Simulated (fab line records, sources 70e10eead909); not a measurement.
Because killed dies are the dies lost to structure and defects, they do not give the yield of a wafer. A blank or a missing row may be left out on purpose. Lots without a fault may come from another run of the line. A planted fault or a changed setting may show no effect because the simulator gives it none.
What tool caused it? :: flow nand-harc :: 12 lots with 36 wafers sampled at 3 steps, on a route of 1302 steps

## WHAT THE GAUGES READ, wafer by wafer
NHARC_A_CHANNEL_HOLE_D2_CD_MEAS_31.
lot: L074
measured: day 13 11:07
on: cd-sem-02
cd-nm (nm): 92.0 91.6 91.4

lot: L077
measured: day 15 02:14
on: cd-sem-03
cd-nm (nm): 91.6 89.0 89.6

lot: L079
measured: day 15 19:51
on: cd-sem-03
cd-nm (nm): 89.2 90.2 92.8

lot: L081
measured: day 17 07:43
on: cd-sem-02
cd-nm (nm): 87.9 91.7 90.6

lot: L083
measured: day 17 10:28
on: cd-sem-02
cd-nm (nm): 89.6 92.2 91.3

lot: L084
measured: day 18 04:42
on: cd-sem-01
cd-nm (nm): 90.0 88.0 89.7

lot: L086
measured: day 18 15:07
on: cd-sem-02
cd-nm (nm): 90.2 89.5 91.8

lot: L089
measured: day 19 14:56
on: cd-sem-02
cd-nm (nm): 91.1 89.4 90.6

lot: L091
measured: day 20 11:13
on: cd-sem-02
cd-nm (nm): 89.5 87.3 91.1

lot: L093
measured: day 21 05:07
on: cd-sem-01
cd-nm (nm): 90.0 88.4 88.2

lot: L095
measured: day 22 16:31
on: cd-sem-02
cd-nm (nm): 88.2 88.3 92.0

lot: L097
measured: day 22 20:41
on: cd-sem-01
cd-nm (nm): 89.3 90.4 86.9

## EACH LOT AND THE TOOL THAT RAN IT (in order: tool; ch and the chambers of the sampled wafers; start)
lot: L074
NHARC_A_CHANNEL_HOLE_D2_DESCUM_15: rie-diel-10 ch 0,1,2, day 13 01:16
NHARC_A_CHANNEL_HOLE_D2_ETCH_20: har-etch-02 ch 0,1, day 13 05:37

lot: L077
NHARC_A_CHANNEL_HOLE_D2_DESCUM_15: rie-diel-12 ch 0,1, day 14 14:46
NHARC_A_CHANNEL_HOLE_D2_ETCH_20: har-etch-02 ch 0, day 14 16:46

lot: L079
NHARC_A_CHANNEL_HOLE_D2_DESCUM_15: rie-diel-09 ch 0,2, day 15 07:49
NHARC_A_CHANNEL_HOLE_D2_ETCH_20: har-etch-01 ch 0, day 15 14:18

lot: L081
NHARC_A_CHANNEL_HOLE_D2_DESCUM_15: rie-diel-10 ch 1,3, day 16 11:09
NHARC_A_CHANNEL_HOLE_D2_ETCH_20: har-etch-02 ch 0,1, day 16 12:31

lot: L083
NHARC_A_CHANNEL_HOLE_D2_DESCUM_15: rie-diel-12 ch 2,3, day 17 01:24
NHARC_A_CHANNEL_HOLE_D2_ETCH_20: har-etch-01 ch 0,1, day 17 04:54

lot: L084
NHARC_A_CHANNEL_HOLE_D2_DESCUM_15: rie-diel-12 ch 1,2,3, day 17 16:08
NHARC_A_CHANNEL_HOLE_D2_ETCH_20: har-etch-02 ch 0,1, day 17 23:22

lot: L086
NHARC_A_CHANNEL_HOLE_D2_DESCUM_15: rie-diel-10 ch 0,2,3, day 18 08:26
NHARC_A_CHANNEL_HOLE_D2_ETCH_20: har-etch-02 ch 0, day 18 09:44

lot: L089
NHARC_A_CHANNEL_HOLE_D2_DESCUM_15: rie-diel-10 ch 1,2,3, day 19 05:50
NHARC_A_CHANNEL_HOLE_D2_ETCH_20: har-etch-02 ch 0, day 19 09:30

lot: L091
NHARC_A_CHANNEL_HOLE_D2_DESCUM_15: rie-diel-12 ch 1,3, day 20 02:24
NHARC_A_CHANNEL_HOLE_D2_ETCH_20: har-etch-02 ch 0,1, day 20 05:49

lot: L093
NHARC_A_CHANNEL_HOLE_D2_DESCUM_15: rie-diel-09 ch 1,2,3, day 20 21:05
NHARC_A_CHANNEL_HOLE_D2_ETCH_20: har-etch-02 ch 0,1, day 20 23:42

lot: L095
NHARC_A_CHANNEL_HOLE_D2_DESCUM_15: rie-diel-10 ch 2,3, day 22 06:27
NHARC_A_CHANNEL_HOLE_D2_ETCH_20: har-etch-01 ch 0,1, day 22 11:13

lot: L097
NHARC_A_CHANNEL_HOLE_D2_DESCUM_15: rie-diel-09 ch 0,2,3, day 22 13:00
NHARC_A_CHANNEL_HOLE_D2_ETCH_20: har-etch-01 ch 0,1, day 22 15:16
- NHARC_A_CHANNEL_HOLE_D2_DESCUM_15: chemistry O2, time 3 s.
- NHARC_A_CHANNEL_HOLE_D2_ETCH_20: etches the open film in C4F8/O2/Ar, time 361.9 s, target depth 1600 nm.

## THE ANSWER, worked out from the rows above alone
Rule: the lots themselves supply what counts as usual. The widest of any qualifying gaps counts: lots, ordered by their means at a reading, are off when they make up no more than a third of the lots, leave a main group of 4 or more, and stand apart from it by 3 or more times the standard deviation of that group's means. The tables above print the reading to a certain number of digits; a main group whose means all agree to those digits is not used. A lot without any number at a reading at which 4 lots or more have one is off too. The other lots that the step has rows for count as sound.
Across all readings shown, no lot is off: no conclusion can be drawn from this.

## WHAT THE SIMULATOR HAD PUT IN
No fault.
